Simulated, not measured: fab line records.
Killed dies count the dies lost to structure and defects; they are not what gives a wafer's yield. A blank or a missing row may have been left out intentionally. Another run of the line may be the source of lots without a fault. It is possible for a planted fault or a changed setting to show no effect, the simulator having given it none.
Matching of chambers	flow n5_finfet	N5_BEOL_M14_DEP_53 on pecvd-03 has 3 sister chambers
The step deposits SiCN from 3MS/NH3, target thk 50 nm, time 17.8 s. 3 wafers are shown with their chamber, then 9 later ones without.

## WAFERS PAIRED WITH THEIR CHAMBERS
wafer	chamber	throttle_valve_pct (%)
L094.2	2	17.9
L094.3	0	18.2
L094.4	1	19.2

## WAFERS WITH NO CHAMBER GIVEN
wafer	throttle_valve_pct (%)
L093.1	19.1
L093.2	17.8
L093.4	18.1
L096.2	18.0
L096.3	19.4
L096.5	19.2
L095.3	18.0
L095.4	19.3
L095.5	17.9

## THE CHAMBER EACH PASSED THROUGH
wafer	from the rows above	in truth
L093.1	1	1
L093.2	2	2
L093.4	can't be placed: 0 or 2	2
L096.2	can't be placed: 2 or 0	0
L096.3	1	1
L096.5	1	1
L095.3	can't be placed: 2 or 0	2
L095.4	1	1
L095.5	2	2
Correct placement for 6 of the 9. From these rows, 3 cannot be placed; in 3 the true chamber is one of the candidates. Placed wrongly: 0.
How it was worked out, from the rows above alone: a wafer's distance from a chamber is the root of the sum, over the readings, of the square of ((its reading less the chamber's mean) divided by the reading's scatter). The wafer belongs to the nearest chamber; if the next one is less than 2 further off, it can't be placed. A chamber's mean is the mean of its shown wafers. The scatter: with one shown wafer a chamber, the root of the mean of the squares of how far each hidden wafer lies from its nearest shown one.
